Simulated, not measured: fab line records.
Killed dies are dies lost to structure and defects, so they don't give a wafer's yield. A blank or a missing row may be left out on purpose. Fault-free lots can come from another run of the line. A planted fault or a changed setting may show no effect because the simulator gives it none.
What tool caused it? ; flow n5_finfet ; 27 wafers from 9 lots sampled at 4 of the route's 1938 steps

WHAT THE GAUGES READ, wafer by wafer
N5_MOL_CONTACT_COAG_CD_MEAS_84: target cd 25.1 nm.
lot;measured;on;cd_nm (nm)
L510;day 5 15:17;cd_sem-03;24.93 24.71 25.26
L514;day 6 10:35;cd_sem-02;24.79 25.18 24.98
L513;day 6 12:10;cd_sem-03;24.73 25.10 24.56
L516;day 7 08:02;cd_sem-01;25.08 24.88 25.01
L518;day 7 14:44;cd_sem-01;25.00 25.10 25.20
L520;day 8 06:47;cd_sem-03;24.81 25.19 25.26
L524;day 9 01:50;cd_sem-03;25.41 25.18 24.92
L528;day 10 00:50;cd_sem-03;25.01 24.89 24.95
L529;day 10 05:05;cd_sem-02;22.39 24.65 22.97

WHAT TOOL EACH LOT RAN ON (gives the tool, then ch and the chambers of the sampled wafers, and finally the start)
lot;N5_MOL_CONTACT_COAG_SPUTTER_130;N5_MOL_CONTACT_COAG_ALD_123;N5_MOL_CONTACT_COAG_EXPOSE_81
L510;pvd_sputter-03, day 5 11:33;ald_sin-02 ch 0,2, day 5 14:27;euv_scanner-02 ch 0, day 5 15:10
L514;pvd_sputter-03, day 6 06:35;ald_sin-04 ch 0,1,3, day 6 09:44;euv_scanner-01 ch 0, day 6 10:27
L513;pvd_sputter-03, day 6 08:06;ald_sin-04 ch 1,2, day 6 11:11;euv_scanner-02 ch 0, day 6 12:01
L516;pvd_sputter-02, day 7 04:17;ald_sin-02 ch 0,1,2, day 7 07:12;euv_scanner-01 ch 0, day 7 07:54
L518;pvd_sputter-03, day 7 10:59;ald_sin-04 ch 1,2, day 7 13:53;euv_scanner-01 ch 0, day 7 14:35
L520;pvd_sputter-01, day 8 02:41;ald_sin-03 ch 1,2,3, day 8 05:56;euv_scanner-01 ch 0, day 8 06:38
L524;pvd_sputter-03, day 8 21:46;ald_sin-02 ch 0,1,3, day 9 00:52;euv_scanner-02 ch 0, day 9 01:41
L528;pvd_sputter-02, day 9 20:28;ald_sin-04 ch 0,1,2, day 9 23:51;euv_scanner-02 ch 0, day 10 00:41
L529;pvd_sputter-03, day 10 00:53;ald_sin-04 ch 2,3, day 10 04:07;euv_scanner-01 ch 0, day 10 04:56
- N5_MOL_CONTACT_COAG_SPUTTER_130: material Co, target thk 47.5 nm.
- N5_MOL_CONTACT_COAG_ALD_123: deposits SiNx, target thk 5 nm, pulse time 1 s, purge time 2 s.
- N5_MOL_CONTACT_COAG_EXPOSE_81: exposes mask VG, defocus 0 nm.

THE ANSWER, worked out from the rows above alone
Rule: usual is defined by the lots themselves. The widest of any qualifying gaps counts: lots, ordered by their means at a reading, are off when they make up no more than a third of the lots, leave a main group of 4 or more, and stand apart from it by 3 or more times the standard deviation of that group's means. A main group is skipped when, at the precision printed for the reading in the tables above, its means are all equal. Also off: a lot with no number at a reading for which 4 or more lots have one. All remaining lots with rows at the step are treated as sound.
Off, at N5_MOL_CONTACT_COAG_CD_MEAS_84 on cd_nm: L529. The main group: mean 25.01 nm, standard deviation 0.11.
If a tool, at a process step before that reading, ran all the lots that are off and no sound lot after the first of them, it fits. Those tools and the gauges at N5_MOL_CONTACT_COAG_CD_MEAS_84 are tried in the same way. Can't be told from this: 4 tools fit, pvd_sputter-03 at N5_MOL_CONTACT_COAG_SPUTTER_130, ald_sin-04 at N5_MOL_CONTACT_COAG_ALD_123, euv_scanner-01 at N5_MOL_CONTACT_COAG_EXPOSE_81, cd_sem-02 at N5_MOL_CONTACT_COAG_CD_MEAS_84.

WHAT THE SIMULATOR HAD PUT IN
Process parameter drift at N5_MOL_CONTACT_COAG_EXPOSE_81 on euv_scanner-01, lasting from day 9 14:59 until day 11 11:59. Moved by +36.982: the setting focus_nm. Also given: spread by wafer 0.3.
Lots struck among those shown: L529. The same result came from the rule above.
